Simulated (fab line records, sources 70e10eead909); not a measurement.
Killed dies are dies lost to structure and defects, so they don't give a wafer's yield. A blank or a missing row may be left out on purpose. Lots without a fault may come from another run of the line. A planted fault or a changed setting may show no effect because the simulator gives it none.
Chamber matching | flow nand_harc | NHARC_A_STAIRCASE_ETCH_313 on rie_diel-01: 4 sister chambers
The step etches the open film in CF4/CHF3. 24 wafers are shown with their chamber, then 12 later ones without.

WAFERS WITH THEIR CHAMBER
wafer  | chamber | showerhead_plenum_p_Torr (Torr) | cf4_flow_sccm (sccm) | rf_vpp_V (V)
L076.2 | 1       | 1.47                            | 100.22               | 366.7
L076.5 | 2       | 1.58                            | 99.77                | 371.1
L076.6 | 3       | 1.57                            | 100.14               | 370.8
L075.1 | 2       | 1.58                            | 99.95                | 372.4
L075.2 | 3       | 1.57                            | 99.61                | 371.9
L075.5 | 3       | 1.57                            | 99.74                | 369.4
L078.3 | 1       | 1.47                            | 100.12               | 367.0
L078.5 | 2       | 1.57                            | 99.54                | 370.3
L078.6 | 1       | 1.47                            | 99.80                | 367.8
L081.1 | 2       | 1.57                            | 99.37                | 371.1
L081.4 | 3       | 1.57                            | 100.15               | 370.8
L081.5 | 3       | 1.57                            | 100.15               | 370.9
L082.1 | 2       | 1.57                            | 99.37                | 371.8
L082.2 | 0       | 1.52                            | 100.31               | 370.1
L082.3 | 3       | 1.57                            | 100.16               | 370.6
L089.1 | 3       | 1.56                            | 100.06               | 370.7
L089.2 | 1       | 1.46                            | 100.19               | 367.2
L089.4 | 0       | 1.52                            | 100.15               | 369.0
L090.3 | 1       | 1.46                            | 100.37               | 364.9
L090.4 | 0       | 1.51                            | 100.10               | 368.4
L090.5 | 2       | 1.57                            | 100.17               | 369.3
L092.1 | 2       | 1.56                            | 99.70                | 369.1
L092.2 | 1       | 1.70                            | 100.20               | 375.0
L092.3 | 0       | 1.51                            | 99.85                | 369.3

SIGNATURES (means of the wafers above)
reading                  | chamber 0 | chamber 1 | chamber 2 | chamber 3 | scatter within a chamber
showerhead_plenum_p_Torr | 1.5150    | 1.5050    | 1.5714    | 1.5686    | 0.0481
cf4_flow_sccm            | 100.1025  | 100.1500  | 99.6957   | 100.0014  | 0.238
rf_vpp_V                 | 369.200   | 368.100   | 370.729   | 370.729   | 1.95
Rule: a wafer's distance from a chamber is the root of the sum, over the readings, of the square of ((its reading less the chamber's mean) divided by the reading's scatter). The wafer belongs to the nearest chamber; if the next one is less than 2 further off, it can't be placed. The scatter: the root of (the sum of the squares of (reading less its chamber's mean) over the shown wafers, divided by (wafers less chambers)).

WAFERS WITHOUT THEIR CHAMBER
wafer  | showerhead_plenum_p_Torr (Torr) | cf4_flow_sccm (sccm) | rf_vpp_V (V)
L091.1 | 1.56                            | 100.31               | 370.5
L091.4 | 1.51                            | 100.20               | 367.7
L091.5 | 1.70                            | 100.03               | 374.7
L093.1 | 1.51                            | 99.95                | 368.4
L093.4 | 1.70                            | 99.89                | 375.9
L093.5 | 1.56                            | 100.05               | 370.1
L094.3 | 1.56                            | 99.91                | 370.2
L094.5 | 1.56                            | 99.75                | 370.3
L094.6 | 1.51                            | 100.17               | 367.8
L097.1 | 1.51                            | 100.08               | 368.8
L097.2 | 1.56                            | 99.98                | 369.8
L097.6 | 1.51                            | 99.87                | 368.5

WHICH CHAMBER EACH WENT THROUGH
wafer  | from the rows above               | in truth
L091.1 | can't be placed: 3 or 0 or 1 or 2 | 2
L091.4 | can't be placed: 1 or 0 or 3      | 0
L091.5 | can't be placed: 3 or 2 or 0 or 1 | 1
L093.1 | can't be placed: 0 or 1 or 3 or 2 | 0
L093.4 | can't be placed: 3 or 2 or 0 or 1 | 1
L093.5 | can't be placed: 3 or 0 or 2 or 1 | 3
L094.3 | can't be placed: 3 or 2 or 0 or 1 | 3
L094.5 | can't be placed: 2 or 3 or 0 or 1 | 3
L094.6 | can't be placed: 1 or 0 or 3      | 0
L097.1 | can't be placed: 0 or 1 or 3      | 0
L097.2 | can't be placed: 3 or 0 or 2 or 1 | 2
L097.6 | can't be placed: 0 or 1 or 3 or 2 | 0
Placed correctly: 0 of 12. Can't be placed from these rows: 12 (the true chamber is among the candidates in 12). Placed wrongly: 0.
